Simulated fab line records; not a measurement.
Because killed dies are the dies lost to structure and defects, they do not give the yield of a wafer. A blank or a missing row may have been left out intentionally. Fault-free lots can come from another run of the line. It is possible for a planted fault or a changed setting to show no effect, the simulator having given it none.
Chamber matching -- flow nand harc -- NHARC_A_M0_STRIP_18 on rie diel-03 has 4 sister chambers
The step strips in N2/H2. 4 wafers are shown with their chamber, then 11 later ones without.

WAFERS, EACH WITH ITS CHAMBER
wafer,chamber,n2 flow sccm (sccm)
L084.6,1,149.4
L086.3,3,150.1
L086.6,0,150.9
L092.4,2,149.5

WAFERS WITH NO CHAMBER GIVEN
wafer,n2 flow sccm (sccm)
L092.5,149.5
L092.6,149.7
L093.4,149.9
L093.5,150.3
L093.6,150.0
L095.1,150.6
L095.2,149.6
L095.6,150.5
L097.1,149.9
L097.2,150.4
L097.5,149.8

WHICH CHAMBER EACH ONE RAN IN
wafer,from the rows above,in truth
L092.5,can't be placed: 2 or 1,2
L092.6,can't be placed: 2 or 1 or 3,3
L093.4,can't be placed: 3 or 2 or 1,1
L093.5,can't be placed: 3 or 0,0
L093.6,can't be placed: 3 or 2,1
L095.1,can't be placed: 0 or 3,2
L095.2,can't be placed: 2 or 1 or 3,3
L095.6,can't be placed: 0 or 3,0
L097.1,can't be placed: 3 or 2 or 1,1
L097.2,can't be placed: 3 or 0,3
L097.5,can't be placed: 3 or 2 or 1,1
0 of 11 placed correctly. Cannot be placed on the basis of these rows: 11; the candidates contain the true chamber in 9. Wrongly placed: 0.
How it was worked out, from the rows above alone: a wafer's distance from a chamber is the root of the sum, over the readings, of the square of ((its reading less the chamber's mean) divided by the reading's scatter). The wafer belongs to the nearest chamber; if the next one is less than 2 further off, it can't be placed. The mean given for a chamber averages the wafers shown for that chamber. The scatter (one wafer shown for each chamber): square how far every hidden wafer sits from the nearest shown wafer, average those squares and take the square root.
